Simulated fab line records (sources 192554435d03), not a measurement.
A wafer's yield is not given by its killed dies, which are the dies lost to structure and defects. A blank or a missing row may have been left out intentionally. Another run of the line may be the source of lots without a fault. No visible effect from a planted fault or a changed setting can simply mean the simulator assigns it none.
fab line records ; flow n5Finfet
[record] lots = 7; wafers = 21
route steps=1938 shown BEOL_M0_SAQP@643 BEOL_M0@734 BEOL_M1@783 BEOL_M2@870
startH: start of the lot's first displayed wafer, in hours after the record's first day ; waitH: how many hours have passed since the lot's step before this one ; " as in the row above ; L1.1+2: a row that stands for several wafers ; - no value, or no start given ; * or withheld: withheld ; < > ~ a bound
route shown NAME@n: names a module that has steps shown in the file, with the first one's number in the route ; usual: the fault-free wafers' mean and standard deviation ; same: alike in all rows ; chamber/n: place in a boat ; sites: the reading at each site ; _std_site: standard deviation of those values ; _edge_site: outer sites' mean less inner sites' ; radiusMm: how far each site lies from the wafer's centre ; mask NAME#n: copy n ; behind: the tool/chamber that last shaped the wafer ; hold: the reason the lot was held/the length of the hold in hours/how it ended ; device: the n, p or np transistor that did not switch ; end of line: at the end of the route, the tests of the same wafers ; a step without rows: its recipe alone ; killed: the dies lost at the first sort to structure and to defects; this is not the yield of the wafer ; map: a wafer's dies, x killed, . not, _ none there
set.NAME: the setting that was run; set.NAME@STEP: the one run at that earlier step ; model.NAME: the simulator's own value behind a step, which no gauge read
lots whose settings were changed on purpose; a table a step, a row a wafer
[[steps]]
[step N5_BEOL_M0_SAQP_COAT_08]
[recipe] resist = CAR-ArF; spinRpm = 1500; resistThkNm = 90
lot.wafer;tool;chamber;startH;waitH;set.spinRpm;model.CAR-ArF_of_BEOL_M0_SAQP_COAT_08.thkNm
L078.4;lithoTrack-01;0;-;-;1500;90
L078.5;lithoTrack-01;0;-;-;1408;93.2
L078.6;lithoTrack-01;0;-;-;1500;90.4
L082.1;lithoTrack-02;0;-;-;1500;89.8
L082.3;lithoTrack-02;0;-;-;1624;86.4
L082.4;lithoTrack-02;0;-;-;1500;89.6
L083.1;lithoTrack-01;0;-;-;1500;90.2
L083.4;lithoTrack-01;0;-;-;1559;88.6
L083.5;lithoTrack-01;0;-;-;1559;88.4
L086.2;lithoTrack-05;0;-;-;1500;90
L086.5;lithoTrack-05;0;-;-;1500;89.8
L086.6;lithoTrack-05;0;-;-;1500;90.2
L091.4;lithoTrack-01;0;-;-;1500;90
L091.5+6;lithoTrack-01;0;-;-;1657;85.6
L095.2;lithoTrack-05;0;-;-;1500;89.8
L095.3;lithoTrack-05;0;-;-;1500;90
L095.6;lithoTrack-05;0;-;-;1602;87.2
L097.1+6;lithoTrack-05;0;-;-;1549;88.8
L097.2;lithoTrack-05;0;-;-;1500;90.4
[step N5_BEOL_M0_SAQP_EBR_10]
[recipe] solvent = PGMEA; ebrWidthMm = 1.5
[step N5_BEOL_M0_SAQP_SOFTBAKE_09]
[recipe] tempC = 110; timeS = 60; resist = CAR-ArF
[step N5_BEOL_M0_SAQP_EXPOSE_11]
[recipe] maskId = M0_CORE; na = 1.35; sourceShape = dipole; sigmaInner = 0.538; sigmaOuter = 0.738; polarization = te; targetCdNm = 42; doseMj = 55
[step N5_BEOL_M0_SAQP_PEB_12]
[recipe] pebTempC = withheld; pebTimeS = 60; resist = CAR-ArF
[step N5_BEOL_M0_SAQP_DEVELOP_13]
[recipe] developTimeS = 30; developer = TMAH; resist = CAR-ArF; devTempC = 23; rinseLiquid = diw; dry = airSpin
lot.wafer;tool;chamber;startH;waitH;set.spinRpm@BEOL_M0_SAQP_COAT_08;model.CAR-ArF_of_BEOL_M0_SAQP_COAT_08.thkNm
L078.4;lithoTrack-02;0;-;-;1500;88.4
L078.5;lithoTrack-02;0;-;-;1408;91.4
L078.6;lithoTrack-02;0;-;-;1500;88.8
L082.1;lithoTrack-02;0;-;-;1500;88.2
L082.3;lithoTrack-02;0;-;-;1624;84.6
L082.4;lithoTrack-02;0;-;-;1500;88
L083.1;lithoTrack-01;0;-;-;1500;88.4
L083.4;lithoTrack-01;0;-;-;1559;86.8
L083.5;lithoTrack-01;0;-;-;1559;86.6
L086.2+5;lithoTrack-01;0;-;-;1500;88.2
L086.6;lithoTrack-01;0;-;-;1500;88.6
L091.4;lithoTrack-05;0;-;-;1500;88.4
L091.5;lithoTrack-05;0;-;-;1657;83.8
L091.6;lithoTrack-05;0;-;-;1657;84
L095.2;lithoTrack-05;0;-;-;1500;88
L095.3;lithoTrack-05;0;-;-;1500;88.4
L095.6;lithoTrack-05;0;-;-;1602;85.4
L097.1;lithoTrack-05;0;-;-;1549;87
L097.2;lithoTrack-05;0;-;-;1500;88.6
L097.6;lithoTrack-05;0;-;-;1549;87.2
[step N5_BEOL_M0_SAQP_HM_OPEN_112]
[recipe] chemistry = CHF3/O2; target = SiO2; stopOn = a-Si; targetDepthA = 120; overEtchFrac = 1.25; maskMaterial = SOC; timeS = 13.5; pressureMtorr = 30; sourceW = 650; biasW = 170; Ar_flow_sccm = 200; CHF3_flow_sccm = 50; O2_flow_sccm = 5; ionEnergyEv = 200; ends = endPoint
[step N5_BEOL_M0_SAQP_STRIP_113]
[recipe] chemistry = CHF3/O2; resist = SiARC; rfFrequencyHz = 6e+07
[step N5_BEOL_M0_SAQP_MANDREL_ETCH_20]
[recipe] targetDepthA = 600; chemistry = HBr/Cl2; target = a-Si; stopOn = SiNx; btTimeS = 10; maskMaterial = SOC; overEtchFrac = 0.5; timeS = 30; pressureMtorr = 10; icpW = 800; biasW = 75; HBr_flow_sccm = 150; Cl2_flow_sccm = 80; ends = endPoint
[usual] oesProductAu = 0.772/0.011
lot.wafer;tool;chamber;startH;waitH;set.timeS@BEOL_M0_SAQP_PECVD_04;oesProductAu;model.etch.depthNm
L078.4;rieSi-03;3;134.82;0.0;60.2;0.779;60.24
L078.5;rieSi-03;2;134.82;0.0;60.2;0.766;60.88
L078.6;rieSi-03;1;134.82;0.0;51.18;0.695;51.32
L082.1;rieSi-01;0;156.88;0.0;60.2;0.779;60.55
L082.3;rieSi-01;3;156.88;0.0;60.2;0.791;60.35
L082.4;rieSi-01;2;156.88;0.0;60.2;0.794;61.63
L083.1;rieSi-03;1;159.94;0.0;55.88;0.728;55.38
L083.4;rieSi-03;2;159.94;0.0;60.2;0.767;60.62
L083.5;rieSi-03;2;159.94;0.0;60.2;0.763;59.9
L086.2;rieSi-01;1;182.97;0.0;60.2;0.757;59.44
L086.5;rieSi-01;1;182.97;0.0;60.2;0.774;60.56
L086.6;rieSi-01;2;182.97;0.0;60.2;0.772;60.15
L091.4;rieSi-02;0;213.89;0.1;60.2;0.787;60.65
L091.5;rieSi-02;3;213.89;0.1;66.94;0.840;67.36
L091.6;rieSi-02;2;213.89;0.1;60.2;0.771;60.36
L095.2;rieSi-02;3;234.43;0.0;60.2;0.791;60.63
L095.3;rieSi-02;0;234.43;0.0;67.04;0.829;66.85
L095.6;rieSi-02;2;234.43;0.0;67.04;0.822;67.88
L097.1;rieSi-03;2;246.34;0.0;53.92;0.728;54.33
L097.2;rieSi-03;3;246.34;0.0;60.2;0.763;59.45
L097.6;rieSi-03;0;246.34;0.0;60.2;0.777;61.12
[step N5_BEOL_M0_SAQP_STRIP_86]
[recipe] chemistry = N2/H2; powerW = 500; tempC = 40; pressureMtorr = 50; rfFrequencyHz = 6e+07; overashFraction = 0.3; biasPowerW = 28; h2Frac = 0.5; n2FlowSccm = 300; h2FlowSccm = 300
[step N5_BEOL_M0_SAQP_STRIP_115]
[recipe] chemistry = postEtchResidueRemover; timeS = 60; tempC = 25; removerPh = withheld; removerWaterWtPct = withheld; removerFluorideWtPct = withheld
[step N5_BEOL_M0_SAQP_SRD_93]
[recipe] dry = ipaMarangoni; timeS = 30; tempC = 23; rinseLiquid = diw
[step N5_BEOL_M0_SAQP_RECESS_114]
[recipe] chemistry = HF/NH3; target = SiO2; targetDepthA = 144; afsCycles = 3; tempC = 30; sublimationTempC = 180; sublimationTimeS = 60
[step N5_BEOL_M0_SAQP_SPACER1_ALD_98]
[recipe] material = SiO2; targetThkA = 128; tempC = 300; aldPrecursorFamily = BDEAS; aldCoReactant = O2-plasma; pulseTimeS = 1; purgeTimeS = 2; coReactantPurgeTimeS = 2; aldCycles = 138; pressureTorr = 2
lot.wafer;tool;chamber;startH;waitH;set.timeS@BEOL_M0_SAQP_PECVD_04;model.a-Si_of_BEOL_M0_SAQP_PECVD_04.thkNm
L078.4;aldSin-01;0;135.43;0.1;60.2;60
L078.5;aldSin-01;3;135.43;0.1;60.2;60.8
L078.6;aldSin-01;2;135.43;0.1;51.18;51.2
L082.1;aldSin-02;0;157.54;0.3;60.2;60.4
L082.3;aldSin-02;1;157.54;0.3;60.2;60.2
L082.4;aldSin-02;2;157.54;0.3;60.2;61.4
L083.1;aldSin-03;0;160.55;0.3;55.88;55.2
L083.4;aldSin-03;1;160.55;0.3;60.2;60.4
L083.5;aldSin-03;0;160.55;0.3;60.2;59.8
L086.2;aldSin-03;0;183.58;0.3;60.2;59.2
L086.5;aldSin-03;3;183.58;0.3;60.2;60.4
L086.6;aldSin-03;0;183.58;0.3;60.2;60
L091.4;aldSin-02;3;214.53;0.2;60.2;60.4
L091.5;aldSin-02;2;214.53;0.2;66.94;67.2
L091.6;aldSin-02;1;214.53;0.2;60.2;60.2
L095.2;aldSin-03;3;235.13;0.3;60.2;60.4
L095.3;aldSin-03;1;235.13;0.3;67.04;66.6
L095.6;aldSin-03;1;235.13;0.3;67.04;67.8
L097.1;aldSin-03;0;247.99;0.5;53.92;54.2
L097.2;aldSin-03;2;247.99;0.5;60.2;59.2
L097.6;aldSin-03;3;247.99;0.5;60.2;61
[step N5_BEOL_M0_SAQP_COAT_34]
[recipe] resist = CAR-EUV; spinRpm = 1500; resistThkNm = 30
lot.wafer;tool;chamber;startH;waitH;set.spinRpm;model.CAR-EUV_of_BEOL_M0_SAQP_COAT_34.thkNm
L078.4+6;lithoTrack-02;0;-;-;1348;31.6
L078.5;lithoTrack-02;0;-;-;1500;30
L082.1;lithoTrack-02;0;-;-;1564;29.4
L082.3+4;lithoTrack-02;0;-;-;1500;30
L083.1+4+5;lithoTrack-01;0;-;-;1500;29.8
L086.2;lithoTrack-01;0;-;-;1500;29.8
L086.5+6;lithoTrack-01;0;-;-;1500;30
L091.4+5+6;lithoTrack-01;0;-;-;1500;29.8
L095.2+3;lithoTrack-05;0;-;-;1657;28.6
L095.6;lithoTrack-05;0;-;-;1500;30
L097.1+2;lithoTrack-01;0;-;-;1636;28.6
L097.6;lithoTrack-01;0;-;-;1500;29.8
[step N5_BEOL_M0_SAQP_EBR_36]
[recipe] solvent = PGMEA; ebrWidthMm = 1.5
[step N5_BEOL_M0_SAQP_SOFTBAKE_35]
[recipe] tempC = 110; timeS = 60; resist = CAR-EUV
[step N5_BEOL_M0_SAQP_DESCUM_45]
[recipe] chemistry = O2; timeS = 7; sourcePowerW = 50; biasPowerW = 20; pressureMtorr = 20; rfFrequencyHz = 2.712e+07; tempC = 40; resist = CAR-EUV; o2FlowSccm = 225
lot.wafer;tool;chamber;startH;waitH;set.spinRpm@BEOL_M0_SAQP_COAT_34;model.CAR-EUV_of_BEOL_M0_SAQP_COAT_34.thkNm
L078.4+6;rieDiel-04;3;138.29;0.0;1348;27.8
L078.5;rieDiel-04;2;138.29;0.0;1500;26
L082.1;rieDiel-06;2;160.60;0.0;1564;25.4
L082.3;rieDiel-06;0;160.60;0.0;1500;26.2
L082.4;rieDiel-06;3;160.60;0.0;1500;26
L083.1;rieDiel-04;0;163.67;0.1;1500;26
L083.4+5;rieDiel-04;1;163.67;0.1;1500;25.8
L086.2;rieDiel-01;0;186.45;0.0;1500;25.8
L086.5+6;rieDiel-01;1,0;186.45;0.0;1500;26
L091.4+5+6;rieDiel-06;2,2,3;217.85;0.3;1500;26
L095.2;rieDiel-06;2;239.02;0.4;1657;24.6
L095.3;rieDiel-06;1;239.02;0.4;1657;24.8
L095.6;rieDiel-06;2;239.02;0.4;1500;26
L097.1;rieDiel-01;1;252.39;0.0;1636;24.6
L097.2;rieDiel-01;0;252.39;0.0;1636;24.8
L097.6;rieDiel-01;0;252.39;0.0;1500;26
[step N5_BEOL_M0_SAQP_ETCH_88]
[recipe] chemistry = N2/H2; target = underlayer; targetDepthA = 65; timeS = 5.2; ionEnergyEv = 200; maskMaterial = CAR-EUV; pressureMtorr = 30; sourceW = 840; biasW = 150; n2FlowSccm = 200; h2FlowSccm = 200; ends = cleared
[usual] etchRfOnTimeS = 5.18/0.085; rfVppV = 524.1/2.3
lot.wafer;tool;chamber;startH;waitH;set.sourceW;etchRfOnTimeS;rfVppV
L078.4;rieDiel-04;3;138.33;0.0;961.3;4.62;503.4
L078.5;rieDiel-04;2;138.33;0.0;840;5.19;520.7
L078.6;rieDiel-04;3;138.33;0.0;840;5.21;525.3
L082.1;rieDiel-06;2;160.64;0.0;840;5.08;528.3
L082.3;rieDiel-06;0;160.64;0.0;840;5.12;526.5
L082.4;rieDiel-06;3;160.64;0.0;738.4;5.92;543.0
L083.1;rieDiel-04;0;163.70;0.0;840;5.15;527.4
L083.4;rieDiel-04;1;163.70;0.0;840;5.12;527.3
L083.5;rieDiel-04;1;163.70;0.0;840;5.12;528.3
L086.2;rieDiel-01;0;186.48;0.0;840;5.19;523.4
L086.5;rieDiel-01;1;186.48;0.0;840;5.18;526.5
L086.6;rieDiel-01;0;186.48;0.0;840;5.16;523.3
L091.4;rieDiel-06;2;217.89;0.0;840;4.99;525.6
L091.5;rieDiel-06;2;217.89;0.0;840;5.04;526.1
L091.6;rieDiel-06;3;217.89;0.0;840;5.22;521.7
L095.2;rieDiel-06;2;239.05;0.0;779.3;5.40;541.3
L095.3;rieDiel-06;1;239.05;0.0;779.3;5.74;536.0
L095.6;rieDiel-06;2;239.05;0.0;840;5.15;523.9
L097.1;rieDiel-01;1;252.42;0.0;731.2;5.90;550.4
L097.2;rieDiel-01;0;252.42;0.0;731.2;5.91;547.5
L097.6;rieDiel-01;0;252.42;0.0;840;5.26;524.5
[step N5_BEOL_M0_SPUTTER_116]
[recipe] material = Cu; targetThkA = 40; tempC = -20; chamberPressurePa = 0.07; powerW = withheld; timeS = 7.37
lot.wafer;tool;chamber;startH;waitH;set.timeS;model.Cu_of_BEOL_M0_SPUTTER_116.thkNm
L078.4+5+6;pvdSputter-01;-;145.65;0.1;7.37;4
L082.1;pvdSputter-01;-;168.50;1.4;6.778;3.6
L082.3;pvdSputter-01;-;168.50;1.4;7.37;3.8
L082.4;pvdSputter-01;-;168.50;1.4;6.778;-
L083.1;pvdSputter-03;-;168.76;1.6;7.37;4
L083.4;pvdSputter-03;-;168.76;1.6;6.649;-
L083.5;pvdSputter-03;-;168.76;1.6;6.649;3.6
L086.2+5+6;pvdSputter-01;-;193.77;0.1;7.37;4
L091.4+5;pvdSputter-01;-;222.94;0.2;7.37;4
L091.6;pvdSputter-01;-;222.94;0.2;8.192;4.4
L095.2+3+6;pvdSputter-02;-;248.13;1.8;7.37;4
L097.1;pvdSputter-03;-;258.68;0.1;8.212;-
L097.2;pvdSputter-03;-;258.68;0.1;7.37;4
L097.6;pvdSputter-03;-;258.68;0.1;8.212;4.4
[step N5_BEOL_M1_EXPOSE_25]
[recipe] maskId = V0; na = 0.33; sourceShape = quasar; sigmaInner = 0.2; sigmaOuter = 0.8; polarization = unpolarized; defocusNm = 5; targetCdNm = 24; doseMj = 63
lot.wafer;tool;chamber;startH;waitH;mask;set.doseMj
L078.4+5;euvScanner-01;0;150.20;-;V0#0;63
L078.6;euvScanner-01;0;150.20;-;V0#0;66.07
L082.1+3+4;euvScanner-02;0;171.79;-;V0#0;64.34
L083.1+4;euvScanner-02;0;172.04;-;V0#0;63
L083.5;euvScanner-02;0;172.04;-;V0#0;61.21
L086.2+5+6;euvScanner-02;0;199.16;-;V0#0;63
L091.4+6;euvScanner-01;0;226.97;-;V0#0;63
L091.5;euvScanner-01;0;226.97;-;V0#0;67.6
L095.2+3+6;euvScanner-01;0;251.97;-;V0#0;63
L097.1+2+6;euvScanner-01;0;263.28;-;V0#0;63
[step N5_BEOL_M1_PEB_26]
[recipe] pebTempC = 100; pebTimeS = 60; resist = CAR-EUV
[step N5_BEOL_M1_DEVELOP_27]
[recipe] developTimeS = 30; developer = TMAH; resist = CAR-EUV; rinseLiquid = surfactantRinse; dry = airSpin; devTempC = 23
[step N5_BEOL_M1_CD_MEAS_28]
[recipe] landingEnergyEv = 500; detector = seInlens; targetCdYNm = 23.3
[usual] cdNm = 23.95/0.22
lot.wafer;tool;chamber;startH;waitH;set.doseMj@BEOL_M1_EXPOSE_25;cdNm
L078.4;cdSem-03;0;150.32;-;63;23.53
L078.5;cdSem-03;0;150.32;-;63;24.04
L078.6;cdSem-03;0;150.32;-;66.07;24.53
L082.1;cdSem-03;0;171.94;-;64.34;24.37
L082.3;cdSem-03;0;171.94;-;64.34;24.18
L082.4;cdSem-03;0;171.94;-;64.34;24.49
L083.1;cdSem-02;0;172.18;-;63;24.12
L083.4;cdSem-02;0;172.18;-;63;23.75
L083.5;cdSem-02;0;172.18;-;61.21;23.17
L086.2;cdSem-03;0;199.30;-;63;24.19
L086.5;cdSem-03;0;199.30;-;63;24.06
L086.6;cdSem-03;0;199.30;-;63;23.88
L091.4;cdSem-01;0;227.09;-;63;24.07
L091.5;cdSem-01;0;227.09;-;67.6;25.33
L091.6;cdSem-01;0;227.09;-;63;23.88
L095.2;cdSem-01;0;252.11;-;63;24.28
L095.3;cdSem-01;0;252.11;-;63;24.26
L095.6;cdSem-01;0;252.11;-;63;23.88
L097.1;cdSem-02;0;263.43;-;63;23.85
L097.2;cdSem-02;0;263.43;-;63;24.05
L097.6;cdSem-02;0;263.43;-;63;23.71
[step N5_BEOL_M1_STRIP_71]
[recipe] chemistry = N2/H2; tempC = 40; n2FlowSccm = 200; h2FlowSccm = 200; rfFrequencyHz = 6e+07
[step N5_BEOL_M1_STRIP_78]
[recipe] chemistry = N2/H2; tempC = 40; n2FlowSccm = 200; h2FlowSccm = 200; rfFrequencyHz = 6e+07
[step N5_BEOL_M1_VIA_ETCH_34]
[recipe] chemistry = C4F6/O2; targetDepthA = 678; maskMaterial = SOC; pressureMtorr = 15; ionEnergyEv = 250; taperDeg = 4; timeS = 64.4; sourceW = 350; biasW = 170; Ar_flow_sccm = 300; C4F6_flow_sccm = 10; O2_flow_sccm = 10
lot.wafer;tool;chamber;startH;waitH;set.doseMj@BEOL_M1_EXPOSE_25;model.BEOL_M1.cdNm
L078.4;rieDiel-04;2;155.19;0.0;63;17.8
L078.5;rieDiel-04;3;155.19;0.0;63;18
L078.6;rieDiel-04;0;155.19;0.0;66.07;19
L082.1;rieDiel-06;1;172.58;0.0;64.34;18.2
L082.3;rieDiel-06;2;172.58;0.0;64.34;18.8
L082.4;rieDiel-06;3;172.58;0.0;64.34;18.4
L083.1;rieDiel-01;0;184.41;0.0;63;17.8
L083.4;rieDiel-01;1;184.41;0.0;63;17.6
L083.5;rieDiel-01;1;184.41;0.0;61.21;17.2
L086.2+5;rieDiel-01;0,3;200.13;0.0;63;18
L086.6;rieDiel-01;0;200.13;0.0;63;17.8
L091.4;rieDiel-04;1;244.89;0.0;63;17.8
L091.5;rieDiel-04;3;244.89;0.0;67.6;19
L091.6;rieDiel-04;0;244.89;0.0;63;18.2
L095.2;rieDiel-04;3;257.47;0.0;63;18
L095.3+6;rieDiel-04;1;257.47;0.0;63;17.8
L097.1;rieDiel-06;1;268.70;0.0;63;17.4
L097.2+6;rieDiel-06;3,2;268.70;0.0;63;17.8
[step N5_BEOL_M2_COAT_22]
[recipe] resist = CAR-EUV; spinRpm = 1500; resistThkNm = 30
lot.wafer;tool;chamber;startH;waitH;set.spinRpm;model.CAR-EUV_of_BEOL_M2_COAT_22.thkNm
L078.4;lithoTrack-03;0;-;-;1545;29.6
L078.5;lithoTrack-03;0;-;-;1500;30.2
L078.6;lithoTrack-03;0;-;-;1500;30
L082.1+3;lithoTrack-01;0;-;-;1500;29.8
L082.4;lithoTrack-01;0;-;-;1559;29.4
L083.1+4+5;lithoTrack-03;0;-;-;1500;30
L086.2;lithoTrack-01;0;-;-;1500;30.2
L086.5+6;lithoTrack-01;0;-;-;1500;30
L091.4;lithoTrack-03;0;-;-;1419;30.8
L091.5;lithoTrack-03;0;-;-;1500;30
L091.6;lithoTrack-03;0;-;-;1500;29.8
L095.2+6;lithoTrack-05;0;-;-;1500;30
L095.3;lithoTrack-05;0;-;-;1418;30.8
L097.1+2;lithoTrack-05;0;-;-;1403;31
L097.6;lithoTrack-05;0;-;-;1500;30
[step N5_BEOL_M2_EBR_24]
[recipe] solvent = PGMEA; ebrWidthMm = 1.5
[step N5_BEOL_M2_SOFTBAKE_23]
[recipe] tempC = 110; timeS = 60; resist = CAR-EUV
[step N5_BEOL_M2_EXPOSE_25]
[recipe] maskId = V1; na = 0.33; sourceShape = quasar; sigmaInner = 0.2; sigmaOuter = 0.8; polarization = unpolarized; defocusNm = 5; doseMj = 63
[step N5_BEOL_M2_PEB_26]
[recipe] pebTempC = 100; pebTimeS = 60; resist = CAR-EUV
[step N5_BEOL_M2_DEVELOP_27]
[recipe] developTimeS = 30; developer = TMAH; resist = CAR-EUV; rinseLiquid = surfactantRinse; dry = airSpin; devTempC = 23
lot.wafer;tool;chamber;startH;waitH;set.spinRpm@BEOL_M2_COAT_22;model.CAR-EUV_of_BEOL_M2_COAT_22.thkNm
L078.4;lithoTrack-03;0;-;-;1545;29.2
L078.5+6;lithoTrack-03;0;-;-;1500;29.6
L082.1+3;lithoTrack-05;0;-;-;1500;29.4
L082.4;lithoTrack-05;0;-;-;1559;28.8
L083.1+4+5;lithoTrack-05;0;-;-;1500;29.6
L086.2+5+6;lithoTrack-05;0;-;-;1500;29.6
L091.4;lithoTrack-03;0;-;-;1419;30.4
L091.5+6;lithoTrack-03;0;-;-;1500;29.4
L095.2;lithoTrack-01;0;-;-;1500;29.4
L095.3;lithoTrack-01;0;-;-;1418;30.4
L095.6;lithoTrack-01;0;-;-;1500;29.6
L097.1;lithoTrack-03;0;-;-;1403;30.4
L097.2;lithoTrack-03;0;-;-;1403;30.6
L097.6;lithoTrack-03;0;-;-;1500;29.6
[step N5_BEOL_M2_ALD_98]
[recipe] material = SiO2; targetThkA = 25; tempC = 100; aldPrecursorFamily = BDEAS; aldCoReactant = O2-plasma; pulseTimeS = 1; coReactantPulseTimeS = 1; purgeTimeS = 2; coReactantPurgeTimeS = 2; aldCycles = 17; pressureTorr = 2
lot.wafer;tool;chamber;startH;waitH;set.aldCycles
L078.4+6;aldSin-02;0,1;162.04;0.1;17
L078.5;aldSin-02;0;162.04;0.1;16
L082.1+4;aldSin-04;2,1;180.74;0.3;17
L082.3;aldSin-04;3;180.74;0.3;19
L083.1+4+5;aldSin-02;3,2,1;193.98;0.5;17
L086.2+5+6;aldSin-03;1,0,3;210.92;0.2;17
L091.4+5+6;aldSin-03;1,3,2;251.86;0.0;17
L095.2;aldSin-04;0;265.86;1.2;17
L095.3+6;aldSin-04;2,1;265.86;1.2;18
L097.1+2+6;aldSin-02;0,2,1;277.44;0.1;17
[step N5_BEOL_M2_ETCHBACK_99]
[recipe] chemistry = CHF3; target = SiO2; targetDepthA = 50; timeS = 10.4; sourceW = 215; biasW = 47; Ar_flow_sccm = 200; CHF3_flow_sccm = 12; ionEnergyEv = 100; pressureMtorr = 30
lot.wafer;tool;chamber;startH;waitH;set.spinRpm@BEOL_M2_COAT_22;model.CAR-EUV_of_BEOL_M2_COAT_22.thkNm
L078.4;rieDiel-02;0;186.09;24.0;1545;10
L078.5;rieDiel-02;2;186.09;24.0;1500;10.6
L078.6;rieDiel-02;1;186.09;24.0;1500;10.4
L082.1;rieDiel-02;3;199.51;18.7;1500;10.2
L082.3;rieDiel-02;0;199.51;18.7;1500;10.4
L082.4;rieDiel-02;0;199.51;18.7;1559;9.8
L083.1+4+5;rieDiel-02;0,1,0;204.14;10.1;1500;10.4
L086.2;rieDiel-05;0;217.72;6.8;1500;10.6
L086.5+6;rieDiel-05;1,2;217.72;6.8;1500;10.4
L091.4;rieDiel-02;1;258.71;6.8;1419;11.2
L091.5+6;rieDiel-02;0,1;258.71;6.8;1500;10.2
L095.2+6;rieDiel-03;2,0;280.30;14.4;1500;10.4
L095.3;rieDiel-03;0;280.30;14.4;1418;11.4
L097.1+2;rieDiel-02;0,1;292.77;15.3;1403;11.4
L097.6;rieDiel-02;3;292.77;15.3;1500;10.4
[[key]]
[split] step = N5_BEOL_M0_SAQP_COAT_08; setting = spinRpm; stated = 1500; by = wafer
[response] step = N5_BEOL_M0_SAQP_COAT_08; reading = model.CAR-ArF_of_BEOL_M0_SAQP_COAT_08.thkNm; change = -0.424; per = 1%; r = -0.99
[response] step = N5_BEOL_M0_SAQP_DEVELOP_13; reading = model.CAR-ArF_of_BEOL_M0_SAQP_COAT_08.thkNm; change = -0.43; per = 1%; r = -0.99
[split] step = N5_BEOL_M0_SAQP_COAT_34; setting = spinRpm; stated = 1500; by = wafer
[response] step = N5_BEOL_M0_SAQP_COAT_34; reading = model.CAR-EUV_of_BEOL_M0_SAQP_COAT_34.thkNm; change = -0.142; per = 1%; r = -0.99
[response] step = N5_BEOL_M0_SAQP_DESCUM_45; reading = model.CAR-EUV_of_BEOL_M0_SAQP_COAT_34.thkNm; change = -0.149; per = 1%; r = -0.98
[split] step = N5_BEOL_M0_SAQP_ETCH_88; setting = sourceW; stated = 840; by = wafer
[response] step = N5_BEOL_M0_SAQP_ETCH_88; reading = etchRfOnTimeS; change = *; per = 1%; r = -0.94
[response] step = N5_BEOL_M0_SAQP_ETCH_88; reading = rfVppV; change = -1.56; per = 1%; r = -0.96
[split] step = N5_BEOL_M0_SPUTTER_116; setting = timeS; stated = 7.37; by = wafer
[response] step = N5_BEOL_M0_SPUTTER_116; reading = model.Cu_of_BEOL_M0_SPUTTER_116.thkNm; change = +0.0351; per = 1%; r = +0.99
[split] step = N5_BEOL_M1_EXPOSE_25; setting = doseMj; stated = 63; by = wafer
[response] step = N5_BEOL_M1_CD_MEAS_28; reading = cdNm; change = +0.184; per = 1%; r = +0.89
[response] step = N5_BEOL_M1_VIA_ETCH_34; reading = model.BEOL_M1.cdNm; change = +0.165; per = 1%; r = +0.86
[split] step = N5_BEOL_M2_COAT_22; setting = spinRpm; stated = 1500; by = wafer
[response] step = N5_BEOL_M2_COAT_22; reading = model.CAR-EUV_of_BEOL_M2_COAT_22.thkNm; change = -0.15; per = 1%; r = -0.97
[response] step = N5_BEOL_M2_DEVELOP_27; reading = model.CAR-EUV_of_BEOL_M2_COAT_22.thkNm; change = -0.157; per = 1%; r = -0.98
[response] step = N5_BEOL_M2_ETCHBACK_99; reading = model.CAR-EUV_of_BEOL_M2_COAT_22.thkNm; change = -0.166; per = 1%; r = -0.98
[split] step = N5_BEOL_M2_ALD_98; setting = aldCycles; stated = 17; by = wafer
response none clear
split outsideThisFile step=N5_BEOL_M0_SAQP_PECVD_04 setting=timeS
// split outsideThisFile: this setting was split too, and the file shows its column; the key of that split is in another file
